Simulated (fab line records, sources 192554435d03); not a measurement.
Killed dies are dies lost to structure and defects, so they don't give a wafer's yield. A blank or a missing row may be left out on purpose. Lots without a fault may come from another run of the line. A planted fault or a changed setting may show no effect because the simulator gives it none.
Problem report in the 8D (eight disciplines) form, filled by code | flow n5_finfet | the parts of the form that need people (team, actions taken, sign-off) are left out

1. THE PROBLEM
run_length_s at N5_BEOL_M0_CVD_115 reads a mean of 114.7 s on 9 wafers of 3 lots; wafers without a fault read 143.3 s with a standard deviation of 0.45. That is -64 standard deviations from the usual mean.
The step: deposits Co from CCTBA/H2, time 120 s.
First seen on wafer L216.1, day 8 20:33, on cvd_co-02. The record holds 45 wafers of 15 lots with a number at this step. Rule for "out", or "out of limits": more than 4 standard deviations from the usual mean. The other wafers with a number count as sound.

2. WHAT IT IS AND WHAT IT IS NOT
question                    | is                     | is not
which readings at this step | run_length_s           | -
which lots                  | L214, L216, L217       | L204, L206, L207, L209, L210, L211, L212, L213, L222, L223, L224, L227
which wafers of those lots  | all that have a number | -
read on which tools         | cvd_co-02              | cvd_co-01
when                        | from day 8 20:33       | up to then (24 sound wafers); but 12 sound wafers of L222, L223, L224, L227 came after

3. SUSPECTS, AND WHAT RULES EACH OUT
Counting: a tool at a process step up to the reading stays a suspect if it ran every lot that is out and no sound lot after the first of them.
- cvd_co-02 at N5_BEOL_M0_CVD_115 (deposits Co from CCTBA/H2, time 120 s): kept. It ran every lot that is out, first L216 (day 8 20:33), and no sound lot after that; its last sound lot up to then is L213 (day 8 01:16). Its own readings are out on those wafers: run_length_s.
Left after counting: cvd_co-02 at N5_BEOL_M0_CVD_115.

4. THE CAUSE (what the simulator had put in)
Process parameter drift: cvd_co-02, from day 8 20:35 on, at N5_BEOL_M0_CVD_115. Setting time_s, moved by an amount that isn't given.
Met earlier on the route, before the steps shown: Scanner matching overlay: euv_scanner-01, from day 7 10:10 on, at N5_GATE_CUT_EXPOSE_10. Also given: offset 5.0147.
Counting left only this tool.

5. THE CHAIN OF EFFECTS, in route order
Each row: a reading whose mean over the struck wafers that have a number lies more than 3 standard deviations from the usual. Only readings for which the record gives a usual standard deviation are gone through. hours: the time from each lot's start at the first step in this table that gives one to its start at this step, as a median over the lots. sigmas: the change in usual standard deviations.
hours | step               | reading      | usual   | on struck wafers | change | sigmas
0     | N5_BEOL_M0_CVD_115 | run_length_s | 143.3 s | 114.7            | -28.6  | -64
The process steps in it:
- N5_BEOL_M0_CVD_115: deposits Co from CCTBA/H2, time 120 s.
Later measuring or inspecting steps at which every struck wafer that the step has a row for has a number for every such reading, and none has moved that far: N5_BEOL_M4_RC_MEAS_101.

6. WHAT WOULD HAVE CAUGHT IT SOONER
In this record the first reading out of limits was taken at day 8 20:33.
